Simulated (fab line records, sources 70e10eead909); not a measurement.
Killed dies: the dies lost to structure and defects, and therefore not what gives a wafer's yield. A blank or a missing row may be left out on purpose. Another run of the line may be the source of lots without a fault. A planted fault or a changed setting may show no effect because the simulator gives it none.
Struck lot and sound lot, side by side ; flow nandHarc ; 12 out of 1159 route steps
Sound: wafers L602.2, L602.3, L602.5. Wafers struck: L618.1, L618.3, L618.4. The cause comes at the end.
Each step with rows lists, per side, the tool, then ch with its chambers, then its first start. Under that, the readings that differ: sound wafers ; struck wafers ; difference of the means ; sigmas: that difference in standard deviations of wafers without a fault.
alike: words and numbers the same on both sides, and readings whose means are apart by under 2 such deviations; not compared: readings that were withheld, readings missing a value for some wafer, numbers with overlapping values and no deviation given by the record, and bounds like >300 which may hide the same value.
A row with sigmas, a row that says differs or no value, or rows on one side alone: a step with any of these is where the two part. Non-overlapping numbers with no deviation appear without sigmas and do not part them. A reading that every wafer of one side lacks parts them only if that side has two wafers or more.

first, 3 steps without rows for these wafers: NHARC_A_STAIRCASE_PEB_439 (peb time 130 s); NHARC_A_STAIRCASE_DEVELOP_440 (time 140 s); NHARC_A_STAIRCASE_HARDBAKE_442 (time 140 s).
NHARC_A_STAIRCASE_DESCUM_443: chemistry O2, time 3 s.
  sound on rieDiel-01 ch 2,3, day 14 20:07; struck on rieDiel-05 ch 1,2,3, day 18 23:40
  alike: drypumpMotorCurrentA, oesProductAu, rfVppV, showerheadPlenumPTorr, throttleValvePct
  not compared: rfHoursCounterH
NHARC_A_STAIRCASE_ETCH_444: etches the open film in C4F8/O2, target depth 10200 nm, time 3400 s.
  sound on rieDiel-01 ch 0,2,3, day 14 20:11; struck on rieDiel-05 ch 0,1,3, day 18 23:45
reading;sound;struck;difference;sigmas
oesProductAu (a.u.);0.960 0.990 0.983;0.922 0.927 0.931;-0.051;-3
  alike: rfVppV
  not compared: rfHoursCounterH
NHARC_A_STAIRCASE_STRIP_446: strips in O2.
  sound on plasmaAsher-02 ch 0,1, day 14 22:25; struck on plasmaAsher-02 ch 0,1, day 19 02:32
  alike: drypumpMotorCurrentA, heaterPowerW
  not compared: rfHoursCounterH
then, 3 steps without rows for these wafers: NHARC_A_STAIRCASE_STRIP_447 (strips in SPM, time 900 s); NHARC_A_STAIRCASE_PRECLEAN_448 (cleans in SC1); NHARC_A_STAIRCASE_SRD_449.
NHARC_A_STAIRCASE_CMP_450: polishes SiO2, target thk 200 nm.
  sound on cmp-03 ch 0,1,2, day 14 23:13; struck on cmp-03 ch 1,2,3, day 19 03:21
  alike: edgeZonePressureFrac, motorCurrentA
NHARC_A_STAIRCASE_CMP_152: polishes.
  sound on cmp-03 ch 0,1,2, day 14 23:18; struck on cmp-03 ch 1,2,3, day 19 03:25
  no value came back on the struck wafers for edgeZonePressureFrac, motorCurrentA (A); on the sound wafers edgeZonePressureFrac reads 1.009 1.000 0.996
-- the record jumps here: 5 days lie between the struck wafers' starts before and after (it left off in module A_STAIRCASE and takes up again in module END, whose first step shown is number 1159 of the route) --
NHARC_END_SORT_01:
  here the record holds rows for the struck wafers (prober-02 ch 0, day 24 12:47) but none for the sound ones

## WHERE THEY PART
Earliest at NHARC_A_STAIRCASE_ETCH_444; latest, in this record, at NHARC_END_SORT_01.

WHY: what had been put in by the simulator
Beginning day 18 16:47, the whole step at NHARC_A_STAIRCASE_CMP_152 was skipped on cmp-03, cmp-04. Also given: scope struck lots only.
